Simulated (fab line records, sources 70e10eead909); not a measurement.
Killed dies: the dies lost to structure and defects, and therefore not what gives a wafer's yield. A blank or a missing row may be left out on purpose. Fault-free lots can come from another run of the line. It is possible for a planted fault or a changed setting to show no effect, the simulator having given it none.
Matching of chambers / flow nand-harc / NHARC_A_STAIRCASE_DESCUM_168 on rie-diel-05 has 4 sister chambers
The step chemistry O2, time 3 s. 4 wafers are shown with their chamber, then 7 later ones without.

== WAFERS WITH THEIR CHAMBER ==
wafer=L085.2; chamber=3; drypump-motor-current-A (A)=5.2
wafer=L083.3; chamber=1; drypump-motor-current-A (A)=6.2
wafer=L091.1; chamber=2; drypump-motor-current-A (A)=5.8
wafer=L091.3; chamber=0; drypump-motor-current-A (A)=6.7

== WAFERS WITH NO CHAMBER GIVEN ==
wafer=L091.5; drypump-motor-current-A (A)=5.2
wafer=L092.1; drypump-motor-current-A (A)=5.2
wafer=L092.4; drypump-motor-current-A (A)=6.2
wafer=L092.5; drypump-motor-current-A (A)=6.8
wafer=L094.2; drypump-motor-current-A (A)=6.7
wafer=L094.4; drypump-motor-current-A (A)=5.8
wafer=L094.5; drypump-motor-current-A (A)=6.2

== WHICH CHAMBER EACH WENT THROUGH ==
wafer=L091.5; from the rows above=3; in truth=3
wafer=L092.1; from the rows above=3; in truth=3
wafer=L092.4; from the rows above=1; in truth=1
wafer=L092.5; from the rows above=0; in truth=0
wafer=L094.2; from the rows above=0; in truth=0
wafer=L094.4; from the rows above=2; in truth=2
wafer=L094.5; from the rows above=1; in truth=1
Correctly placed: 7 of 7. Left unplaced by these rows: 0. Wrongly placed: 0.
How it was worked out, from the rows above alone: a wafer's distance from a chamber is the root of the sum, over the readings, of the square of ((its reading less the chamber's mean) divided by the reading's scatter). The wafer belongs to the nearest chamber; if the next one is less than 2 further off, it can't be placed. Each chamber's mean is taken over the wafers shown for it. The scatter: root of mean squared gap, hidden wafer to nearest shown wafer, with one shown wafer a chamber.
